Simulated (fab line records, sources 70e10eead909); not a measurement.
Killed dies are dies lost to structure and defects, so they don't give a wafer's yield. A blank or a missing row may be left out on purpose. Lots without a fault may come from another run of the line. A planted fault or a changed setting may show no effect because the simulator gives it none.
Tool commonality check | flow nand_harc | 12 lots, 36 wafers sampled

WHY IT WAS OPENED
At NHARC_END_SORT_01 the reading killed_at_periphery is flagged on 1 of 12 lots. Wafers without a fault read 3.2, standard deviation 2.7.
Rule: a lot is flagged when every wafer of it that has a number lies more than 4 standard deviations from that mean, or none has a number. The other lots count as sound.

lot  | measured     | on        | killed_at_periphery, wafer by wafer | flag
L621 | day 24 21:58 | prober-01 | 0 3 4                               |
L622 | day 25 00:15 | prober-02 | 3 1 2                               |
L625 | day 25 18:49 | prober-02 | 1 0 1                               |
L626 | day 26 04:32 | prober-02 | 0 2 3                               |
L628 | day 27 00:41 | prober-01 | 4 2 5                               |
L632 | day 29 02:59 | prober-02 | 574 589 579                         | FLAGGED
L641 | day 32 01:05 | prober-01 | 2 1 4                               |
L640 | day 32 08:07 | prober-01 | 1 1 4                               |
L639 | day 32 17:45 | prober-01 | 3 1 0                               |
L642 | day 33 04:57 | prober-02 | 1 0 3                               |
L644 | day 33 10:23 | prober-01 | 0 1 4                               |
L643 | day 33 14:23 | prober-02 | 1 3 1                               |
The numbers of the flagged lots are 580.7 on average: +577.5 against the usual, or +99 or more standard deviations.

WHICH TOOL RAN EACH LOT
The record holds 3 process steps before the reading, out of a route of 1302 steps. In each cell: the tool, then ch and the chambers that the sampled wafers went through, then the start.
lot  | flag    | NHARC_P_GATE_HM_OPEN_105                      | NHARC_P_GATE_EXPOSE_43            | NHARC_P_GATE_DESCUM_48
L621 |         | rie_diel-05 ch 0,2,3, day 5 21:34 or earlier  | krf_scanner-03 ch 0, day 5 21:34  | rie_diel-05 ch 0,2,3, day 5 21:53
L622 |         | rie_diel-10 ch 0,3, day 6 13:42 or earlier    | krf_scanner-02 ch 0, day 6 13:42  | rie_diel-05 ch 2,3, day 6 14:02
L625 |         | rie_diel-10 ch 2,3, day 7 04:28 or earlier    | krf_scanner-04 ch 0, day 7 04:28  | rie_diel-05 ch 0,2,3, day 7 04:46
L626 |         | rie_diel-04 ch 0,2, day 7 20:19 or earlier    | krf_scanner-03 ch 0, day 7 20:19  | rie_diel-04 ch 0,3, day 7 20:38
L628 |         | rie_diel-04 ch 0,1,2, day 8 11:03 or earlier  | krf_scanner-02 ch 0, day 8 11:03  | rie_diel-05 ch 0,1, day 8 11:24
L632 | FLAGGED | rie_diel-04 ch 1,2,3, day 9 22:32 or earlier  | krf_scanner-02 ch 0, day 9 22:32  | rie_diel-10 ch 1,2,3, day 9 22:52
L641 |         | rie_diel-05 ch 0,3, day 13 22:17 or earlier   | krf_scanner-04 ch 0, day 13 22:17 | rie_diel-04 ch 2,3, day 13 22:36
L640 |         | rie_diel-10 ch 0,1, day 13 10:50 or earlier   | krf_scanner-02 ch 0, day 13 10:50 | rie_diel-05 ch 1,2, day 13 11:10
L639 |         | rie_diel-04 ch 0,1,2, day 13 03:52 or earlier | krf_scanner-04 ch 0, day 13 03:52 | rie_diel-10 ch 0,1,2, day 13 04:11
L642 |         | rie_diel-05 ch 0,1,2, day 14 05:17 or earlier | krf_scanner-04 ch 0, day 14 05:17 | rie_diel-10 ch 0,2,3, day 14 05:37
L644 |         | rie_diel-04 ch 1,2,3, day 15 01:10 or earlier | krf_scanner-03 ch 0, day 15 01:10 | rie_diel-10 ch 0,2,3, day 15 01:29
L643 |         | rie_diel-10 ch 0,1,3, day 14 18:05 or earlier | krf_scanner-02 ch 0, day 14 18:05 | rie_diel-04 ch 0,1,2, day 14 18:26
What these steps do:
- NHARC_P_GATE_HM_OPEN_105: chemistry O2/COS, target depth 360 nm.
- NHARC_P_GATE_EXPOSE_43: exposes mask P NSD, target cd 720 nm.
- NHARC_P_GATE_DESCUM_48: chemistry O2, time 3 s.
- NHARC_END_SORT_01

FLAGGED OVER TOTAL, TOOL BY TOOL (the gauges that took the reading come last)
step                     | tool           | lots run | flagged | share of the flagged lots | sound lots run after its first flagged lot
NHARC_P_GATE_HM_OPEN_105 | rie_diel-04    | 5        | 1       | all                       | 2 (L639,L644)
NHARC_P_GATE_HM_OPEN_105 | rie_diel-05    | 3        | 0       | none                      | -
NHARC_P_GATE_HM_OPEN_105 | rie_diel-10    | 4        | 0       | none                      | -
NHARC_P_GATE_EXPOSE_43   | krf_scanner-02 | 5        | 1       | all                       | 2 (L640,L643)
NHARC_P_GATE_EXPOSE_43   | krf_scanner-03 | 3        | 0       | none                      | -
NHARC_P_GATE_EXPOSE_43   | krf_scanner-04 | 4        | 0       | none                      | -
NHARC_P_GATE_DESCUM_48   | rie_diel-04    | 3        | 0       | none                      | -
NHARC_P_GATE_DESCUM_48   | rie_diel-05    | 5        | 0       | none                      | -
NHARC_P_GATE_DESCUM_48   | rie_diel-10    | 4        | 1       | all                       | 3 (L639,L642,L644)
NHARC_END_SORT_01        | prober-01      | 6        | 0       | none                      | -
NHARC_END_SORT_01        | prober-02      | 6        | 1       | all                       | 2 (L642,L643)
NHARC_P_GATE_HM_OPEN_105 gives no start for some lots, so the hours and the order of its lots are those of NHARC_P_GATE_EXPOSE_43.

WHAT THE TABLE ALLOWS
4 rows of the table ran every flagged lot: rie_diel-04 at NHARC_P_GATE_HM_OPEN_105, krf_scanner-02 at NHARC_P_GATE_EXPOSE_43, rie_diel-10 at NHARC_P_GATE_DESCUM_48, prober-02 at NHARC_END_SORT_01.
- rie_diel-04 at NHARC_P_GATE_HM_OPEN_105: 1 of its 5 lots flagged. Sound lots ran on it after the first flagged one (L639, L644), which a lasting fault on the whole tool wouldn't allow.
- krf_scanner-02 at NHARC_P_GATE_EXPOSE_43: 1 of its 5 lots flagged. Sound lots ran on it after the first flagged one (L640, L643), which a lasting fault on the whole tool wouldn't allow.
- rie_diel-10 at NHARC_P_GATE_DESCUM_48: 1 of its 4 lots flagged. Sound lots ran on it after the first flagged one (L639, L642, L644), which a lasting fault on the whole tool wouldn't allow.
- prober-02 at NHARC_END_SORT_01: 1 of its 6 lots flagged. Sound lots ran on it after the first flagged one (L642, L643), which a lasting fault on the whole tool wouldn't allow.
No row of the table ran every flagged lot and no sound lot after the first.

WHAT THE SIMULATOR HAD PUT IN
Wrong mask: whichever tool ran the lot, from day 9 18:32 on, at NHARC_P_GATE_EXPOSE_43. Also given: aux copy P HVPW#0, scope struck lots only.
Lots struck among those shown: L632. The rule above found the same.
